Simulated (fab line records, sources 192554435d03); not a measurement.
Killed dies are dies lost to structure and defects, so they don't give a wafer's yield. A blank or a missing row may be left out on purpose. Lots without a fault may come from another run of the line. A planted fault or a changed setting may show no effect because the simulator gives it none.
fab line records | flow n5_finfet
record lots=6 wafers=18 last_day=17
route steps=1938 shown BEOL_M9@1452 PASSIVATION@1936
lots that met no fault: from a run of the same line without faults
start_h: hours from the record's first day to the start of the lot's first wafer shown | wait_h: hours since the lot's step before | " the same as in the row above | L1.1+2: a row that stands for several wafers | - no value, or no start given | * or withheld: withheld | < > ~ a bound
route shown NAME@n: a module of which the file shows steps, and the number in the route of the first | usual: mean/standard deviation of fault-free wafers | same: alike in all rows | chamber/n: place in a boat | sites: the reading at each site | _std_site: their standard deviation | _edge_site: outer sites' mean less inner sites' | radius_mm: how far each site lies from the wafer's centre | mask NAME#n: copy n | behind: the tool/chamber that last shaped the wafer | hold: why the lot was held/for how many hours/how that ended | device: the transistor (n, p or np) that didn't switch | end of line: the same wafers' tests at the end of the route | a step without rows: its recipe alone | killed: dies lost to structure and defects at the first sort, not the wafer's yield | map: a wafer's dies, x killed, . not, _ none there
set.NAME: the setting as run; set.NAME@STEP: as run at that earlier step | model.NAME: the simulator's own value behind a step, which no gauge read
lots at some steps of the route; a table a step, a row a wafer
services: from which hour (start_h, from the record's first day; less than 0 if before it) a tool's chamber was out of use, for how many hours, and why
## steps
# step N5_BEOL_M9_PRECLEAN_42
# recipe chemistry=residue_remover time_s=60 temp_c=40
# step N5_BEOL_M9_SRD_43
# recipe time_s=30 temp_c=23 rinse_liquid=diw dry=ipa_marangoni
# step N5_BEOL_M9_CD_MEAS_35
# recipe target_cd_nm=70 target_cd_y_nm=40 polarity=opening
# usual cd_nm=69.8/0.69
# columns lot.wafer tool chamber start_h wait_h cd_nm
L913.1 cd_sem-02 - 241.34 0.0 69.2
L913.3 " - " " 70.0
L913.4 " - " " 69.5
L919.1 cd_sem-01 - 264.13 0.0 71.3
L919.4 " - " " 69.9
L919.6 " - " " 69.3
L921.1 cd_sem-02 - 282.94 0.0 69.0
L921.2 " - " " 69.4
L921.6 " - " " 69.8
L926.2 cd_sem-02 - 312.83 0.0 70.6
L926.4 " - " " 70.5
L926.6 " - " " 69.3
L931.2 cd_sem-01 - 347.73 0.0 69.6
L931.3 " - " " 70.5
L931.4 " - " " 71.0
L930.1 cd_sem-02 - 358.99 0.0 70.9
L930.3 " - " " 69.3
L930.5 " - " " 70.0
# step N5_BEOL_M9_CURE_72
# recipe temp_c=370 time_s=120 ambient=DMADMS/He material=SiCOH_lowk
# usual lamp_power_pct=52.31/0.056 wafer_temp_C_max=371.6/0.7
# columns lot.wafer tool chamber start_h wait_h lamp_power_pct wafer_temp_C_max
L913.1 uv_cure-01 1 241.38 0.0 52.32 371.1
L913.3 " 1 " " 52.41 370.8
L913.4 " 1 " " 52.27 371.2
L919.1 uv_cure-03 0 264.17 0.0 52.38 370.6
L919.4 " 0 " " 52.22 371.2
L919.6 " 0 " " 52.35 371.2
L921.1 uv_cure-01 2 282.98 0.0 52.27 370.6
L921.2 " 2 " " 52.29 370.7
L921.6 " 2 " " 52.29 371.2
L926.2 uv_cure-02 1 312.92 0.1 52.35 372.2
L926.4 " 1 " " 52.28 372.6
L926.6 " 1 " " 52.31 371.5
L931.2 uv_cure-02 0 347.82 0.1 52.23 371.9
L931.3 " 0 " " 52.41 373.3
L931.4 " 0 " " 52.30 372.5
L930.1 uv_cure-02 0 359.03 0.0 52.26 372.4
L930.3 " 0 " " 52.31 372.6
L930.5 " 0 " " 52.31 372.4
# step N5_BEOL_M9_DEGAS_44
# recipe ambient=vacuum temp_c=250 time_s=60
# step N5_BEOL_M9_PRE_CLEAN_45
# recipe gas=H2/He time_s=30 temp_c=250
# usual heater_power_w=335/35
# columns lot.wafer tool chamber start_h wait_h heater_power_w
L913.1 pvd_sputter-01 - 241.79 0.0 321
L913.3 " - " " 421
L913.4 " - " " 352
L919.1 pvd_sputter-02 - 264.86 0.0 372
L919.4 " - " " 290
L919.6 " - " " 377
L921.1 pvd_sputter-01 - 283.45 0.0 303
L921.2 " - " " 431
L921.6 " - " " 329
L926.2 pvd_sputter-03 - 314.17 0.0 336
L926.4 " - " " 323
L926.6 " - " " 322
L931.2 pvd_sputter-03 - 348.67 0.0 322
L931.3 " - " " 329
L931.4 " - " " 322
L930.1 pvd_sputter-01 - 359.76 0.0 429
L930.3 " - " " 300
L930.5 " - " " 303
# step N5_BEOL_M9_ALD_74
# recipe material=TaN target_thk_a=20 temp_c=275 ald_precursor_family=PDMAT ald_co_reactant=NH3 pressure_torr=3 carrier_flow_sccm=1500 pulse_time_s=2 purge_time_s=3 co_reactant_purge_time_s=2 co_reactant_pulse_time_s=3 ald_cycles=40 precursor_vessel_temp_c=75 precursor_vessel_pressure_torr=26.25 precursor_vessel_carrier_sccm=1000
# usual heater_power_w=417/49
# columns lot.wafer tool chamber start_h wait_h heater_power_w
L913.1 ald_metal-03 0 241.89 0.1 374
L913.3 " 1 " " 459
L913.4 " 3 " " 372
L919.1 ald_metal-04 2 264.92 0.0 408
L919.4 " 1 " " 422
L919.6 " 2 " " 413
L921.1 ald_metal-03 1 283.51 0.0 443
L921.2 " 0 " " 386
L921.6 " 1 " " 441
L926.2 ald_metal-04 1 314.23 0.0 418
L926.4 " 0 " " 515
L926.6 " 0 " " 517
L931.2 ald_metal-04 0 348.76 0.1 524
L931.3 " 2 " " 420
L931.4 " 1 " " 428
L930.1 ald_metal-02 1 359.82 0.0 355
L930.3 " 3 " " 350
L930.5 " 2 " " 329
# step N5_BEOL_M9_SURFACE_TREAT_79
# recipe gas=Ar time_s=* ion_energy_ev=* ion_current_ma_cm2=0.5 pressure_mtorr=* ar_flow_sccm=30
# step N5_BEOL_M9_CVD_78
# recipe material=Co target_thk_a=20 temp_c=withheld precursor=CCTBA/H2 pressure_torr=30 time_s=138.9
# step N5_BEOL_M9_SPUTTER_48
# recipe material=Cu target_thk_a=120 temp_c=-20 bias_v=60 power_w=26000 chamber_pressure_pa=0.13 time_s=2
# usual chamber_pressure_pa=0.13001/0.00027 throttle_valve_pct=30.2/0.69
# columns lot.wafer tool chamber start_h wait_h chamber_pressure_pa throttle_valve_pct
L913.1 pvd_sputter-02 - 242.67 0.1 0.13006 30.8
L913.3 " - " " 0.12969 31.5
L913.4 " - " " 0.12971 29.7
L919.1 pvd_sputter-02 - 265.56 0.2 0.13008 31.8
L919.4 " - " " 0.12976 29.7
L919.6 " - " " 0.13027 30.5
L921.1 pvd_sputter-01 - 284.21 0.1 0.13015 30.9
L921.2 " - " " 0.12998 29.0
L921.6 " - " " 0.13003 30.2
L926.2 pvd_sputter-02 - 314.72 0.1 0.12994 30.6
L926.4 " - " " 0.12944 29.8
L926.6 " - " " 0.13011 30.5
L931.2 pvd_sputter-02 - 349.92 0.2 0.12992 30.6
L931.3 " - " " 0.13043 31.7
L931.4 " - " " 0.13027 30.3
L930.1 pvd_sputter-03 - 360.47 0.1 0.1302 29.7
L930.3 " - " " 0.13011 30.3
L930.5 " - " " 0.12982 29.3
# step N5_BEOL_M9_ECD_50
# recipe material=Cu target_thk_a=3180
# step N5_BEOL_M9_ANNEAL_51
# recipe temp_c=225 time_s=90 ambient=N2
# usual anneal_temp_c_max=225.76/0.22 wafer_temp_C_max=226.3/0.55
# columns lot.wafer tool chamber start_h wait_h anneal_temp_c_max wafer_temp_C_max
L913.1 rtp_anneal-02 0 242.89 0.1 225.78 226.1
L913.3 " 0 " " 225.88 227.0
L913.4 " 0 " " 226.21 226.7
L919.1 rtp_anneal-02 0 265.83 0.1 226.30 227.3
L919.4 " 0 " " 225.39 227.1
L919.6 " 0 " " 225.88 226.8
L921.1 rtp_anneal-01 0 285.59 1.2 225.92 225.8
L921.2 " 0 " " 226.09 225.6
L921.6 " 0 " " 226.15 225.8
L926.2 rtp_anneal-01 0 314.99 0.1 226.03 225.7
L926.4 " 0 " " 225.69 225.6
L926.6 " 0 " " 225.50 226.1
L931.2 rtp_anneal-02 0 350.38 0.3 225.99 227.6
L931.3 " 0 " " 225.73 227.1
L931.4 " 0 " " 226.24 226.4
L930.1 rtp_anneal-02 0 361.27 0.6 225.97 226.3
L930.3 " 0 " " 225.45 227.0
L930.5 " 0 " " 225.82 226.6
# step N5_BEOL_M9_CMP_52
# recipe stop_on=SiCOH_lowk t_overpolish_s=7 down_force_psi=1 platen_rpm=50 clearing_platen_down_force_psi=1.5 clearing_platen_rpm=50 post_cmp_clean=cu_alkaline target_thk_nm=140 clearing_platen_pad_velocity_m_s=0.99484 pad_velocity_m_s=0.99484
# usual barrier_field_endpoint_s=29.1/0.94 head_pressure_psi=0.9999/0.0021 motor_current_A=6.0/0.57 overpolish_run_s=7.000/0.0086 retaining_ring_pressure_frac=0.999/0.0052 time_to_endpoint_s=67/4
# columns lot.wafer tool chamber start_h wait_h barrier_field_endpoint_s head_pressure_psi motor_current_A overpolish_run_s retaining_ring_pressure_frac time_to_endpoint_s
L913.1 cmp-01 3 243.46 0.5 28.3 1.0042 5.7 7.006 1.000 62
L913.3 " 0 " " 29.9 1.0042 6.8 6.984 1.002 65
L913.4 " 1 " " 29.7 0.9989 5.5 6.997 0.995 67
L919.4 cmp-04 2 266.12 0.1 28.9 1.0029 5.8 6.994 1.002 66
L919.1 " 0 " " 28.4 0.9955 6.2 6.988 1.004 66
L919.6 " 2 " " 28.6 1.0014 5.9 6.998 0.999 67
L921.1 cmp-02 1 285.97 0.3 27.3 0.9977 5.3 6.998 0.992 64
L921.2 " 2 " " 29.0 0.9998 4.6 7.010 0.999 72
L921.6 " 0 " " 28.4 0.9957 6.0 6.997 0.996 69
L926.4 cmp-04 1 315.25 0.1 29.8 1.0037 7.1 6.996 0.996 70
L926.2 " 0 " " 29.4 0.9992 6.4 7.008 0.997 65
L926.6 " 2 " " 30.8 0.9990 5.9 6.990 1.003 69
L931.2 cmp-04 3 350.67 0.2 43.6 0.6406 5.0 3.344 0.996 61
L931.4 " 0 " " 45.2 0.6405 5.6 1.709 0.990 67
L931.3 " 1 " " 46.0 0.6434 6.3 0.921 0.998 67
L930.3 cmp-04 2 361.60 0.2 43.7 0.6384 4.9 3.162 0.995 64
L930.1 " 3 " " 42.1 0.6388 5.0 4.728 1.004 61
L930.5 " 2 " " 42.8 0.6417 5.0 4.035 0.998 64
# step N5_PASSIVATION_PROBE_49
# usual defect_limited_yield=91.3/1.4 killed_at_M0_to_M3=36/10 killed_at_M4_up=13/5.4 killed_at_contacts=12/5.3 killed_at_front_end=39/10 killed_at_other=3.2/2.7 killed_dies=103/16 killed_open=68/13 killed_short=33/6.6 sort_bin_5_function=5.1/0.92 sort_bin_6_memory=3.3/0.68 sort_bin_8_speed=0.1/0.41 sort_n_pass=1077/17 sort_yield_pct=91.2/1.4
# same gross_dies=1180 killed_at_back_side=0 sort_bin_4_leakage[%]=0
# columns lot.wafer tool chamber start_h wait_h defect_limited_yield[%] killed_at_M0_to_M3 killed_at_M4_up killed_at_contacts killed_at_front_end killed_at_other killed_dies killed_open killed_short sort_bin_5_function[%] sort_bin_6_memory[%] sort_bin_8_speed[%] sort_n_pass sort_yield_pct[%]
L913.1 prober-02 - 307.74 0.0 92.1 26 22 11 28 6 93 67 26 4.5 3.2 0 1087 92.1
L913.3 prober-02 - 307.84 0.1 91.9 23 9 14 45 5 96 63 32 4.4 3.6 0 1084 91.9
L913.4 prober-02 - 307.89 0.2 90.4 32 22 11 45 3 113 81 32 5.5 3.6 0 1067 90.4
L919.1 prober-01 - 333.52 0.0 91.2 31 13 14 45 1 104 71 33 5.2 3.3 0 1076 91.2
L919.4 prober-01 - 333.67 0.2 93.0 15 14 8 44 2 83 50 32 4.1 2.4 0 1097 93.0
L919.6 prober-01 - 333.77 0.3 89.8 48 18 10 41 3 120 79 41 5.6 4.2 0.1 1059 89.7
L921.1 prober-02 - 345.42 0.0 91.4 20 5 13 62 1 101 78 21 4.9 3.6 0 1079 91.4
L921.2 prober-02 - 345.47 0.1 91.5 31 12 6 50 1 100 59 38 5.0 3.2 0 1080 91.5
L921.6 prober-02 - 345.67 0.3 92.9 30 10 13 27 4 84 56 27 4.7 2.2 0 1096 92.9
L926.2 prober-02 - 374.87 0.1 89.6 48 26 12 36 1 123 73 46 6.2 3.5 0 1057 89.6
L926.4 prober-02 - 374.97 0.2 92.0 37 23 7 27 0 94 64 28 4.6 3.2 0 1086 92.0
L926.6 prober-02 - 375.07 0.3 91.3 33 13 6 50 1 103 69 33 5.8 2.9 0 1077 91.3
L931.2 prober-02 - 412.19 0.1 91.9 47 8 11 24 6 96 61 35 4.4 3.3 0 1084 91.9
L931.3 prober-02 - 412.24 0.1 90.8 57 9 10 30 3 109 66 35 5.3 2.6 0 1071 90.8
L931.4 prober-02 - 412.29 0.2 89.6 38 4 22 56 3 123 72 36 5.5 3.6 0 1057 89.6
L930.1 prober-01 - 416.95 0.0 88.6 42 24 13 51 4 134 93 41 5.9 5.3 0 1046 88.6
L930.3 prober-01 - 417.05 0.1 89.8 55 8 14 42 1 120 86 32 4.9 4.8 0 1060 89.8
L930.5 prober-01 - 417.15 0.2 91.5 44 5 11 34 6 100 70 28 4.1 4.2 0 1080 91.5
# killed by level:class
L913.1 BEOL_M4:geometric_particle:open=11 MOL_CONTACT_COAG:geometric_particle:open=9 BEOL_M0_SAQP:geometric_particle:open=8 DUMMY_GATE:geometric_particle:open=6 PASS1_CAP:geometric_particle:short=4 BEOL_M2:geometric_particle:open=4 BEOL_M3:geometric_particle:open=4 STARTING-WAFER:geometric_particle:open=4
L913.3 MOL_CONTACT_COAG:geometric_particle:open=12 STI_FIN_REVEAL:geometric_particle:open=11 FIN_SAQP:geometric_particle:short=7 BEOL_M0_SAQP:geometric_particle:short=6 BEOL_M0_SAQP:geometric_particle:open=6 BEOL_M1:geometric_particle:open=6 ILD0:geometric_particle:open=5 GATE_CUT:geometric_particle:open=4
L913.4 STI_FIN_REVEAL:geometric_particle:open=11 BEOL_M0_SAQP:geometric_particle:short=10 DUMMY_GATE:geometric_particle:open=9 MOL_CONTACT_COAG:geometric_particle:open=9 BEOL_M4:geometric_particle:open=9 FIN_SAQP:geometric_particle:open=6 BEOL_M1:geometric_particle:open=6 BEOL_M0_SAQP:geometric_particle:open=6
L919.1 STI_FIN_REVEAL:geometric_particle:open=14 MOL_CONTACT_COAG:geometric_particle:open=12 BEOL_M0_SAQP:geometric_particle:open=9 FIN_SAQP:geometric_particle:short=8 FIN_SAQP:geometric_particle:open=7 BEOL_M0_SAQP:geometric_particle:short=7 BEOL_M3:geometric_particle:open=6 BEOL_M4:geometric_particle:open=5
L919.4 FIN_SAQP:geometric_particle:short=10 FIN_SAQP:geometric_particle:open=9 STI_FIN_REVEAL:geometric_particle:open=6 BEOL_M0_SAQP:geometric_particle:open=6 BEOL_M4:geometric_particle:open=6 DUMMY_GATE:geometric_particle:open=5 MOL_CONTACT_COAG:geometric_particle:open=5 BEOL_M5:geometric_particle:open=4
L919.6 BEOL_M0_SAQP:geometric_particle:short=13 BEOL_M0_SAQP:geometric_particle:open=12 FIN_SAQP:geometric_particle:open=11 FIN_SAQP:geometric_particle:short=10 BEOL_M2:geometric_particle:open=9 STI_FIN_REVEAL:geometric_particle:open=7 BEOL_M3:geometric_particle:open=7 BEOL_M4:geometric_particle:open=7
L921.1 STI_FIN_REVEAL:geometric_particle:open=32 MOL_CONTACT_COAG:geometric_particle:open=11 STARTING-WAFER:geometric_particle:open=7 FIN_SAQP:geometric_particle:open=6 BEOL_M0_SAQP:geometric_particle:short=4 BEOL_M1:geometric_particle:open=4 BEOL_M2:geometric_particle:open=4 STI_FIN_REVEAL:geometric_particle:short=3
L921.2 STI_FIN_REVEAL:geometric_particle:open=13 BEOL_M0_SAQP:geometric_particle:short=9 FIN_SAQP:geometric_particle:open=8 FIN_SAQP:geometric_particle:short=6 STARTING-WAFER:geometric_particle:open=6 MOL_CONTACT_COAG:geometric_particle:open=5 BEOL_M0_SAQP:geometric_particle:open=5 BEOL_M1:geometric_particle:short=5
L921.6 MOL_CONTACT_COAG:geometric_particle:open=11 BEOL_M3:geometric_particle:open=7 FIN_SAQP:geometric_particle:open=6 BEOL_M0_SAQP:geometric_particle:short=6 FIN_SAQP:geometric_particle:short=5 BEOL_M5:geometric_particle:open=5 STI_FIN_REVEAL:geometric_particle:open=4 DUMMY_GATE:geometric_particle:open=4
L926.2 BEOL_M0_SAQP:geometric_particle:short=11 FIN_SAQP:geometric_particle:short=10 FIN_SAQP:geometric_particle:open=9 BEOL_M0_SAQP:geometric_particle:open=9 MOL_CONTACT_COAG:geometric_particle:open=8 BEOL_M4:geometric_particle:open=8 BEOL_M2:geometric_particle:open=7 BEOL_M3:geometric_particle:open=7
L926.4 BEOL_M1:geometric_particle:open=13 FIN_SAQP:geometric_particle:open=8 BEOL_M0_SAQP:geometric_particle:short=8 MOL_CONTACT_COAG:geometric_particle:open=7 BEOL_M0_SAQP:geometric_particle:open=7 BEOL_M4:geometric_particle:open=6 FIN_SAQP:geometric_particle:short=5 BEOL_M5:geometric_particle:open=5
L926.6 STI_FIN_REVEAL:geometric_particle:open=11 BEOL_M4:geometric_particle:open=9 FIN_SAQP:geometric_particle:open=8 DUMMY_GATE:geometric_particle:open=8 BEOL_M0_SAQP:geometric_particle:open=7 BEOL_M1:geometric_particle:open=7 GATE_CUT:geometric_particle:short=6 MOL_CONTACT_COAG:geometric_particle:open=5
L931.2 BEOL_M0_SAQP:geometric_particle:short=12 BEOL_M0_SAQP:geometric_particle:open=11 MOL_CONTACT_COAG:geometric_particle:open=8 BEOL_M2:geometric_particle:short=7 BEOL_M2:geometric_particle:open=6 BEOL_M3:geometric_particle:open=5 FIN_SAQP:geometric_particle:open=4 ILD0:geometric_particle:open=4
L931.3 BEOL_M2:geometric_particle:open=18 BEOL_M3:geometric_particle:open=12 BEOL_M0_SAQP:geometric_particle:short=9 MOL_CONTACT_COAG:geometric_particle:open=8 BEOL_M0_SAQP:geometric_particle:open=6 HKMG_FIN:area_etch=6 STI_FIN_REVEAL:geometric_particle:open=5 BEOL_M1:geometric_particle:open=4
L931.4 MOL_CONTACT_COAG:geometric_particle:open=19 BEOL_M0_SAQP:geometric_particle:short=13 HKMG_FIN:area_etch=13 DUMMY_GATE:geometric_particle:open=11 FIN_SAQP:geometric_particle:open=8 STI_FIN_REVEAL:geometric_particle:open=7 BEOL_M0_SAQP:geometric_particle:open=6 BEOL_M3:geometric_particle:open=6
L930.1 FIN_SAQP:geometric_particle:open=15 BEOL_M3:geometric_particle:open=15 STI_FIN_REVEAL:geometric_particle:open=10 MOL_CONTACT_COAG:geometric_particle:open=10 BEOL_M4:geometric_particle:open=10 FIN_SAQP:geometric_particle:short=9 GATE_CUT:geometric_particle:short=5 BEOL_M0_SAQP:geometric_particle:open=5
L930.3 BEOL_M3:geometric_particle:open=17 BEOL_M1:geometric_particle:open=11 BEOL_M2:geometric_particle:open=10 FIN_SAQP:geometric_particle:short=9 MOL_CONTACT_COAG:geometric_particle:open=9 GATE_CUT:geometric_particle:open=7 FIN_SAQP:geometric_particle:open=5 GATE_CUT:geometric_particle:short=5
L930.5 BEOL_M3:geometric_particle:open=18 BEOL_M2:geometric_particle:open=9 MOL_CONTACT_COAG:geometric_particle:open=8 FIN_SAQP:geometric_particle:open=6 BEOL_M3:geometric_particle:short=6 STARTING-WAFER:geometric_particle:open=5 BEOL_M0_SAQP:geometric_particle:open=5 GATE_CUT:geometric_particle:short=4
## services
# columns tool chamber start_h hours kind
cmp-02 - 239.43 4.0 pm
ald_metal-03 2 240.58 5.5 repair
cmp-04 - 242.86 4.0 pm
cmp-02 - 243.43 - consumable_replace:conditioner
cmp-02 - 243.43 - consumable_replace:pad
cmp-04 - 246.86 - consumable_replace:conditioner
cmp-04 - 246.86 - consumable_replace:pad
cmp-02 - 255.34 0.7 repair
ald_metal-04 - 269.51 0.6 repair
cmp-02 - 273.64 5.6 pm
uv_cure-03 - 273.94 0.3 repair
cmp-01 - 289.56 1.3 repair
cmp-02 - 297.00 8.2 pm
uv_cure-03 - 312.76 7.5 pm
rtp_anneal-02 - 323.08 4.7 pm
uv_cure-02 - 327.01 7.5 pm
uv_cure-03 - 332.94 0.5 repair
ald_metal-02 - 337.49 14.0 pm
ald_metal-02 0 337.49 14.0 vent_cycle
ald_metal-02 1 337.49 14.0 vent_cycle
ald_metal-02 2 337.49 14.0 vent_cycle
ald_metal-02 3 337.49 14.0 vent_cycle
ald_metal-04 - 340.87 6.0 pm
uv_cure-01 - 351.21 1.0 pm
## key
first_sign step=N5_BEOL_M9_CMP_52 reading=overpolish_run_s direction=down sigmas=99+ usual=7.000 struck=2.983
effect step=N5_BEOL_M9_CMP_52 reading=head_pressure_psi direction=down sigmas=99+ usual=0.9999 struck=0.6406
met_at N5_BEOL_M9_CMP_52
struck_wafers L930.1,L930.3,L930.5,L931.2,L931.3,L931.4
baseline_loss step=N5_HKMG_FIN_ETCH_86 wafers=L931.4
onset_between 315.25 350.67
fault kind=process_parameter_drift tool=cmp-04 chamber=- onset_h=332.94 steps=N5_BEOL_M9_CMP_52 channel=down_force_psi offset=-0.3593 shape=step end_h=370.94 acts_in=these_recipes_only stated=1
# baseline_loss: these wafers lose ten dies or more at that step, a loss of the line's own and not of a fault; the sort's usual values leave them out
